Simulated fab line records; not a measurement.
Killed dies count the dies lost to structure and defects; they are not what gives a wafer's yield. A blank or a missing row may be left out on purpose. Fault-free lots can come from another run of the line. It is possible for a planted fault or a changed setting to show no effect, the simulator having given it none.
A lot that was struck, set against a sound lot | flow nand-harc | 15 steps out of a route of 1159
Sound: these wafers, L431.2, L431.3, L431.6. Struck: wafer L423.6 (L423.1, L423.5, from the same lot, were not struck and are left out); the cause is given at the end.
Order at every step that has rows: each side's tool, ch and its chambers, its first start. Under that, the readings that differ: sound wafers | struck wafers | difference of the means | sigmas: that difference in standard deviations of wafers without a fault.
alike: a reading whose means differ by less than 2 such deviations, as well as words and numbers matching on both sides. not compared: withheld readings; readings where some wafer has no value; bounds like >300 that might hide an equal value; numbers whose values overlap and for which the record gives no deviation.
The two part at a step that has a row with sigmas, a row that says differs or no value, or rows on one side only. Numbers that don't overlap but have no deviation are shown without sigmas and don't part them. Lack of a reading on every wafer of one side parts them only where that side has two or more wafers.

first, 7 steps without rows for these wafers: NHARC_P_M0_COAT_33 (time 65 s); NHARC_P_M0_COAT_03 (resist thk 90 nm); NHARC_P_M0_SOFTBAKE_04 (time 55 s); NHARC_P_M0_EBR_05; NHARC_P_M0_EXPOSE_06 (exposes mask P M0, target cd 90 nm); NHARC_P_M0_PEB_07 (peb time 65 s); NHARC_P_M0_DEVELOP_08 (develop time 35 s).
NHARC_P_M0_CD_MEAS_09: target cd 90 nm.
  sound on cd-sem-01 ch 0, day 9 15:56; struck on cd-sem-01 ch 0, day 7 01:08
  alike: cd-nm
NHARC_P_M0_OVL_MEAS_10: pitch 180 nm.
  sound: overlay-02 at day 9 16:02; struck: overlay-01 at day 7 01:13
  alike: overlay-x-nm, overlay-y-nm
NHARC_P_M0_INSPECT_11:
  sound: defect-inspect-01 at day 9 16:04; struck: defect-inspect-01 at day 7 01:16
  alike: raw-defect-count
NHARC_P_M0_DESCUM_14: chemistry O2, time 3 s.
  sound on rie-diel-04 ch 0,3, day 9 16:07; struck on rie-diel-08 ch 3, day 7 01:19
  alike: drypump-motor-current-A, oes-product-au, rf-vpp-V, showerhead-plenum-p-Torr, throttle-valve-pct
  not compared: rf-hours-counter-h
NHARC_P_M0_ETCH_34: etches the open film in N2/H2, target depth 40 nm, overetch 12 nm, time 43.94 s.
  sound on rie-diel-04 ch 0,1,2, day 9 16:13; struck on rie-diel-08 ch 3, day 7 01:24
  reading                | sound                | struck | difference | sigmas
  throttle-valve-pct (%) | 14.167 14.166 14.167 | 14.192 | +0.025     | +3
  alike: drypump-motor-current-A, oes-product-au, rf-vpp-V, run-length-s, showerhead-plenum-p-Torr
  not compared: rf-hours-counter-h
NHARC_P_M0_ETCH_15: etches the open film in C4F8/Ar, target depth 150 nm, overetch 15 nm, time 82.5 s.
  sound on rie-diel-04 ch 0,3, day 9 16:18; struck on rie-diel-08 ch 2, day 7 01:31
  reading          | sound             | struck | difference | sigmas
  run-length-s (s) | 103.5 104.2 104.0 | 93.4   | -10.5      | -27
  alike: oes-product-au, rf-vpp-V
  not compared: rf-hours-counter-h
NHARC_P_M0_CD_MEAS_16:
  sound: cd-sem-03 at day 9 16:25; struck: cd-sem-02 at day 7 01:37
  alike: cd-nm
-- jump in the record: it breaks off in module P_M0 and resumes in module END (first step shown: number 1159 of the route), and 14 days separate the struck wafers' starts before and after --
NHARC_END_SORT_01:
  sound on prober-01 ch 0, day 22 22:37; struck on prober-01 ch 0, day 21 12:20
  reading                  | sound          | struck                   | difference                   | sigmas
  hold                     | - - -          | await-dispo/5.0h/release | no value on the sound wafers |
  defect-limited-yield (%) | 94.1 94.2 93.8 | 0.4                      | -93.6                        | -55
  killed-at-periphery      | 4 1 7          | 648                      | +644                         | +99 or more
  killed-dies              | 40 39 42       | 674                      | +634                         | +53
  killed-open              | 2 4 3          | 7                        | +4                           | +2
  sort_bin_2_pct (%)       | 1.6 2.2 2.5    | 96.6                     | +94.5                        | +99 or more
  sort-n-pass              | 637 638 635    | 3                        | -634                         | -53
  sort-rim-yield-pct (%)   | 96 95 94       | 2                        | -93                          | -30
  sort-yield-pct (%)       | 94.1 94.2 93.8 | 0.4                      | -93.6                        | -55
  alike: killed-at-array, killed-at-other, killed-short, sort_bin_3_pct, sort_bin_4_pct

== WHERE THEY PART ==
At NHARC_P_M0_ETCH_34 first; at NHARC_END_SORT_01 last (within this record only).

WHY: whatever the simulator had introduced
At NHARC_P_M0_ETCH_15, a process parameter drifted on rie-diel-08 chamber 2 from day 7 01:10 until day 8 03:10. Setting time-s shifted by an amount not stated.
